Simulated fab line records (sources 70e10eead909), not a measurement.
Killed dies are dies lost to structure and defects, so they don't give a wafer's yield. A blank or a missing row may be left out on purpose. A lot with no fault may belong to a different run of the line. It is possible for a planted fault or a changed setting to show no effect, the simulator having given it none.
Which tool is to blame? -- flow nand_harc -- 15 lots with 45 wafers sampled at 4 steps, on a route of 1302 steps

== WHAT EACH GAUGE READ, for each wafer ==
Not one reading of a measure or inspect step in the record can be checked against a usual standard deviation.

== TOOL THAT RAN EACH LOT (tool first, then ch and the chambers of the sampled wafers, then the start) ==
lot,NHARC_A_CONTACT_DEP_29,NHARC_A_CONTACT_DESCUM_47,NHARC_A_CONTACT_ETCH_111,NHARC_A_CONTACT_ETCH_120
L293,"pecvd-03 ch 0,1,2, day 21 10:13","rie_diel-02 ch 0,2,3, day 21 11:04","har_cap_etch-02 ch 0,1, day 21 12:55","har_cap_etch-02 ch 0,1, day 21 14:29"
L298,"pecvd-04 ch 0,1,2, day 22 14:12","rie_diel-03 ch 0,2,3, day 22 14:55","har_cap_etch-03 ch 0,1, day 22 17:10","har_cap_etch-03 ch 0,1, day 22 18:44"
L297,"pecvd-03 ch 1,2, day 22 22:06","rie_diel-02 ch 2,3, day 22 22:53","har_cap_etch-01 ch 0,1, day 23 00:44","har_cap_etch-01 ch 0,1, day 23 02:49"
L295,"pecvd-04 ch 1,2, day 22 22:09","rie_diel-03 ch 0,2,3, day 22 23:04","har_cap_etch-02 ch 0,1, day 23 01:14","har_cap_etch-02 ch 0,1, day 23 02:49"
L299,"pecvd-01 ch 1,2, day 23 22:19","rie_diel-03 ch 0,1, day 23 23:05","har_cap_etch-01 ch 0,1, day 24 00:54","har_cap_etch-01 ch 0,1, day 24 02:28"
L301,"pecvd-03 ch 0,2, day 24 12:01","rie_diel-02 ch 0,1,2, day 24 13:02","har_cap_etch-01 ch 0,1, day 24 15:07","har_cap_etch-01 ch 0,1, day 24 16:41"
L306,"pecvd-01 ch 0,1,2, day 27 01:43","rie_diel-04 ch 0,2,3, day 27 02:29","har_cap_etch-03 ch 0, day 27 04:19","har_cap_etch-03 ch 0, day 27 05:53"
L308,"pecvd-01 ch 1,2, day 27 10:14","rie_diel-02 ch 0,1,3, day 27 11:08","har_cap_etch-03 ch 0,1, day 27 13:01","har_cap_etch-03 ch 0,1, day 27 14:34"
L307,"pecvd-01 ch 0,1,2, day 27 11:17","rie_diel-04 ch 1,2,3, day 27 12:11","har_cap_etch-01 ch 0,1, day 27 14:21","har_cap_etch-01 ch 0,1, day 27 15:55"
L311,"pecvd-04 ch 0,1, day 28 18:48","rie_diel-04 ch 0,1,3, day 28 20:17","har_cap_etch-01 ch 0,1, day 28 22:23","har_cap_etch-01 ch 0,1, day 28 23:58"
L312,"pecvd-04 ch 0,2, day 29 09:10","rie_diel-04 ch 0,1,2, day 29 09:56","har_cap_etch-03 ch 0, day 29 11:49","har_cap_etch-03 ch 0, day 29 13:54"
L313,"pecvd-04 ch 1,2, day 29 21:34","rie_diel-04 ch 1,3, day 29 22:26","har_cap_etch-03 ch 0,1, day 30 00:17","har_cap_etch-03 ch 0,1, day 30 01:52"
L314,"pecvd-04 ch 0,1,2, day 30 00:14","rie_diel-04 ch 0,1,3, day 30 00:58","har_cap_etch-01 ch 0,1, day 30 03:15","har_cap_etch-01 ch 0,1, day 30 05:14"
L315,"pecvd-01 ch 0,1,2, day 30 08:07","rie_diel-04 ch 1,2, day 30 08:52","har_cap_etch-01 ch 0,1, day 30 11:23","har_cap_etch-01 ch 0,1, day 30 12:57"
L316,"pecvd-01 ch 1,2, day 31 09:55","rie_diel-03 ch 0,2, day 31 10:48","har_cap_etch-02 ch 0,1, day 31 13:19","har_cap_etch-02 ch 0,1, day 31 14:52"
- NHARC_A_CONTACT_DEP_29: deposits SiON, target thk 100 nm.
- NHARC_A_CONTACT_DESCUM_47: chemistry O2, time 3 s.
- NHARC_A_CONTACT_ETCH_111: etches the open film in C4F8/O2/Ar, time 140 s, target depth 700 nm.
- NHARC_A_CONTACT_ETCH_120: etches the open film in C4F8/O2/Ar, time 190 s, target depth 1850 nm.

== AS READ BY THE TOOLS THEMSELVES (means over the sampled wafers that have a number; for cases with no such wafer, the mark the record gives instead) ==
NHARC_A_CONTACT_DEP_29. Usual: heater_power_outer_w 444 W, standard deviation 64; heater_power_w 728 W, standard deviation 100.
lot,tool,heater_power_outer_w (W),heater_power_w (W),flag
L293,pecvd-03,415,715,
L298,pecvd-04,448,707,
L297,pecvd-03,368,628,
L295,pecvd-04,446,681,
L299,pecvd-01,400,652,
L301,pecvd-03,481,860,
L306,pecvd-01,407,689,
L308,pecvd-01,412,689,
L307,pecvd-01,429,711,
L311,pecvd-04,455,723,
L312,pecvd-04,516,795,
L313,pecvd-04,420,672,
L314,pecvd-04,488,760,
L315,pecvd-01,479,779,
L316,pecvd-01,460,770,

NHARC_A_CONTACT_DESCUM_47. Usual: drypump_motor_current_A 5.9 A, standard deviation 0.36; oes_product_au 1.000 a.u., standard deviation 0.011; rf_vpp_V 57.7 V, standard deviation 0.96; showerhead_plenum_p_Torr 1.88 Torr, standard deviation 0.07; throttle_valve_pct 11.312 %, standard deviation 0.0091.
lot,tool,drypump_motor_current_A (A),oes_product_au (a.u.),rf_vpp_V (V),showerhead_plenum_p_Torr (Torr),throttle_valve_pct (%),flag
L293,rie_diel-02,5.9,1.007,58.5,1.87,11.306,
L298,rie_diel-03,6.2,0.995,56.7,1.87,11.323,
L297,rie_diel-02,6.0,1.016,58.2,1.82,11.314,
L295,rie_diel-03,6.2,0.986,56.7,1.87,11.320,
L299,rie_diel-03,5.7,0.995,58.2,1.94,11.318,
L301,rie_diel-02,5.8,1.002,57.8,1.85,11.311,
L306,rie_diel-04,5.8,0.996,58.2,1.90,11.309,
L308,rie_diel-02,5.9,1.011,57.6,1.88,11.312,
L307,rie_diel-04,5.8,0.998,57.6,1.92,11.307,
L311,rie_diel-04,5.6,1.008,56.9,1.86,11.307,
L312,rie_diel-04,5.8,0.997,56.8,1.87,11.311,
L313,rie_diel-04,5.6,1.000,58.8,1.88,11.310,
L314,rie_diel-04,5.6,1.007,57.6,1.86,11.305,
L315,rie_diel-04,5.8,0.989,57.9,1.89,11.313,
L316,rie_diel-03,6.0,1.002,57.8,1.96,11.312,

NHARC_A_CONTACT_ETCH_111. Usual: chamber_pressure_mTorr 19.999 mTorr, standard deviation 0.018; oes_air_line_au 1.000 a.u., standard deviation 0.019.
lot,tool,chamber_pressure_mTorr (mTorr),oes_air_line_au (a.u.),flag
L293,har_cap_etch-02,19.993,0.998,
L298,har_cap_etch-03,19.992,0.993,
L297,har_cap_etch-01,19.989,0.987,
L295,har_cap_etch-02,19.986,0.980,
L299,har_cap_etch-01,19.993,0.989,
L301,har_cap_etch-01,19.997,0.997,
L306,har_cap_etch-03,-,-,OFF
L308,har_cap_etch-03,-,-,OFF
L307,har_cap_etch-01,-,-,OFF
L311,har_cap_etch-01,19.976,1.012,
L312,har_cap_etch-03,20.008,1.021,
L313,har_cap_etch-03,19.991,0.991,
L314,har_cap_etch-01,20.019,1.004,
L315,har_cap_etch-01,19.986,0.993,
L316,har_cap_etch-02,19.991,1.010,

NHARC_A_CONTACT_ETCH_120. Usual: chamber_pressure_mTorr 20.002 mTorr, standard deviation 0.02; oes_air_line_au 0.998 a.u., standard deviation 0.02.
lot,tool,chamber_pressure_mTorr (mTorr),oes_air_line_au (a.u.),flag
L293,har_cap_etch-02,20.012,1.009,
L298,har_cap_etch-03,20.018,1.021,
L297,har_cap_etch-01,20.005,0.996,
L295,har_cap_etch-02,19.987,0.998,
L299,har_cap_etch-01,19.994,0.985,
L301,har_cap_etch-01,20.001,1.003,
L306,har_cap_etch-03,20.003,0.991,
L308,har_cap_etch-03,20.004,1.013,
L307,har_cap_etch-01,19.985,0.987,
L311,har_cap_etch-01,20.021,0.985,
L312,har_cap_etch-03,20.000,0.997,
L313,har_cap_etch-03,20.010,1.019,
L314,har_cap_etch-01,20.007,1.002,
L315,har_cap_etch-01,19.996,1.002,
L316,har_cap_etch-02,20.012,1.001,

== THE ANSWER, worked out from the rows above alone ==
Rule: a lot counts as off when the mean over its wafers that have a number is more than 3 standard deviations away from the usual mean. A lot without any number at a reading at which 4 lots or more have one is off too. The other lots that the step has rows for count as sound. The gauges are gone through in route order, then the tools' own readings, and for those a lot's mean is taken as printed above. At the first step where some lot is off, the reading lying furthest off is the one used; lots without a number count as furthest.
Off at NHARC_A_CONTACT_ETCH_111 (chamber_pressure_mTorr): L306, L308, L307. Without a number there: L306, L308, L307.
If a tool, at that step or one of the process steps before it, ran each lot that is off and ran no sound lot following the first of them, it fits. No candidate that was tried fits.

== WHAT THE SIMULATOR HAD PUT IN ==
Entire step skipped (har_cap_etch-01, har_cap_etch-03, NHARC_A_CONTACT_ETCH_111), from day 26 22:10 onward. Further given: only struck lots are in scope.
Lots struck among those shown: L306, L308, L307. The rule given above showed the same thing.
